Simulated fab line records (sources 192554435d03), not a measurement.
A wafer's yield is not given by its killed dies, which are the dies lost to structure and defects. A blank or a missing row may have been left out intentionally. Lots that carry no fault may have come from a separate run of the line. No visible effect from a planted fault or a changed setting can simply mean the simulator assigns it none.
Matching of chambers -- flow n5 finfet -- 4 sister chambers for N5_DUMMY_GATE_ETCH_31 on rie diel-02
The step etches SiO2 in C4F6/O2, target depth 82.5 nm, time 27.5 s. 8 wafers are shown with their chamber, then 11 later ones without.

## WAFERS, EACH WITH ITS CHAMBER
wafer,chamber,showerhead plenum p Torr (Torr),throttle valve pct (%)
L082.3,2,2.79,21.18
L089.2,0,2.91,21.43
L090.4,3,2.73,21.08
L090.5,1,2.73,21.33
L091.1,1,2.73,21.36
L091.4,2,2.78,21.21
L091.6,0,2.91,21.43
L092.1,3,2.73,21.10

## WAFERS WHOSE CHAMBER IS MISSING
wafer,showerhead plenum p Torr (Torr),throttle valve pct (%)
L092.2,2.73,21.37
L092.5,2.91,21.42
L093.1,2.73,21.08
L093.3,2.73,21.36
L093.5,2.78,21.20
L094.1,2.78,21.23
L094.4,2.72,21.36
L094.5,2.72,21.10
L096.1,2.72,21.08
L096.2,2.72,21.39
L096.3,2.90,21.06

## CHAMBER TAKEN BY EACH
wafer,from the rows above,in truth
L092.2,1,1
L092.5,0,0
L093.1,3,3
L093.3,1,1
L093.5,2,2
L094.1,2,2
L094.4,1,1
L094.5,3,3
L096.1,3,3
L096.2,1,1
L096.3,0,0
Correct placement for 11 of the 11. Number that these rows cannot place: 0. 0 placed wrongly.
How it was worked out, from the rows above alone: a wafer's distance from a chamber is the root of the sum, over the readings, of the square of ((its reading less the chamber's mean) divided by the reading's scatter). If the next closest chamber is less than 2 further off than the closest, the wafer can't be placed; otherwise it belongs to the closest. The mean given for a chamber averages the wafers shown for that chamber. The scatter is the square root of a quotient: the sum, over the shown wafers, of each reading's squared deviation from its chamber's mean, divided by wafers minus chambers.
